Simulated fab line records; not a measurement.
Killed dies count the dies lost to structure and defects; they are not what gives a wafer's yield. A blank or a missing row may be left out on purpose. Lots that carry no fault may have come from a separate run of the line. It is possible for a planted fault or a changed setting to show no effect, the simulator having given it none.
8D (eight disciplines) problem report, filled in by code || flow nand-harc || the parts of the form that need people (team, actions taken, sign-off) are left out

== 1. PROBLEM STATEMENT ==
killed-at-array at NHARC_END_SORT_01 reads a mean of 631 on 4 wafers of 3 lots; wafers without a fault read 29 with a standard deviation of 12. Relative to the usual mean, that is a shift of +50 standard deviations.
First observed at day 24 23:32: wafer L516.3, on prober-02. Wafers with a number at this step in the record: 9, from 3 lots. The rule behind "out" and "out of limits": a value lying over 4 standard deviations away from the usual mean. The other wafers with a number count as sound.

== 2. WHAT IT IS, AND WHAT IT ISN'T ==
{"question": "which readings at this step", "is": "killed-at-array, killed-dies", "is not": "killed-at-periphery, killed-short"}
{"question": "which lots", "is": "L516, L519, L520", "is not": "-"}
{"question": "which wafers of those lots", "is": "L516.3, L516.5, L519.6, L520.2", "is not": "L516.6, L519.2, L519.3, L520.1, L520.4"}
{"question": "read on which gauges", "is": "prober-01, prober-02", "is not": "-"}
{"question": "when", "is": "from day 24 23:32", "is not": "up to then (0 sound wafers); but 5 sound wafers of L516, L519, L520 came after"}

== 3. THE SUSPECTS, EACH WITH WHAT RULES IT OUT ==
Counting: a tool at a process step up to the reading stays a suspect if it ran every lot that is out. Sound lots after the first of them don't rule it out here, since some wafers of a struck lot are sound.
- ruled out: the gauge at NHARC_END_SORT_01. 2 gauges (prober-01, prober-02) read the wafers that are out.
- rie-diel-04 at NHARC_A_CONTACT_DESCUM_74 (chemistry O2, time 3 s): kept. It ran every lot that is out, first L516 (day 22 00:20).
- rie-diel-04 at NHARC_A_CONTACT_ETCH_76 (etches the open film in N2/H2, target depth 260 nm, time 475.3 s): kept. It ran every lot that is out, first L516 (day 22 00:33). On those wafers its own readings are out: run-length-s.
- rie-diel-04, NHARC_A_CONTACT_ETCH_76: wafers that are out in chamber 0, sound lot-mates in chambers 1, 3.
Remaining after the count are rie-diel-04 at NHARC_A_CONTACT_DESCUM_74 and rie-diel-04 at NHARC_A_CONTACT_ETCH_76.

== 4. THE CAUSE (what the simulator had put in) ==
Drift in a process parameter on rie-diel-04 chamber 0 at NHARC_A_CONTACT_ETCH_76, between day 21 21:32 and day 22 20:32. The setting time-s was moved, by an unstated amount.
2 suspects survive the count, and this tool is in that group.

== 5. THE CHAIN OF EFFECTS, in route order ==
Rows list readings where the struck wafers' mean (over those with a number) sits beyond 3 standard deviations from the usual. Only readings for which the record gives a usual standard deviation are gone through. hours: the time from each lot's start at the first step in this table that gives one to its start at this step, as a median over the lots. sigmas: the change in usual standard deviations.
{"hours": 0, "step": "NHARC_A_CONTACT_ETCH_76", "reading": "run-length-s", "usual": "496.6 s", "on struck wafers": 363.2, "change": -133.4, "sigmas": "-99 or more"}
{"hours": 71, "step": "NHARC_END_SORT_01", "reading": "killed-at-array", "usual": 29, "on struck wafers": 631, "change": "+602", "sigmas": "+50"}
{"hours": 71, "step": "NHARC_END_SORT_01", "reading": "killed-dies", "usual": 34, "on struck wafers": 634, "change": "+600", "sigmas": "+50"}
Process steps it contains:
- NHARC_A_CONTACT_ETCH_76: etches the open film in N2/H2, target depth 260 nm, time 475.3 s.

== 6. WHAT WOULD HAVE CAUGHT IT SOONER ==
In this record the first reading out of limits at a measuring or inspecting step was taken at day 24 23:32, 74 hours after the fault began at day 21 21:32.
The tool's own readings at NHARC_A_CONTACT_ETCH_76 were out on every struck wafer that the step has a row for (run-length-s): an alarm limit on them would have fired on the first of those.
By day 24 23:32, every lot that is out (3) had started NHARC_A_CONTACT_ETCH_76 on rie-diel-04. Holding the tool at that point would not have protected any of them.
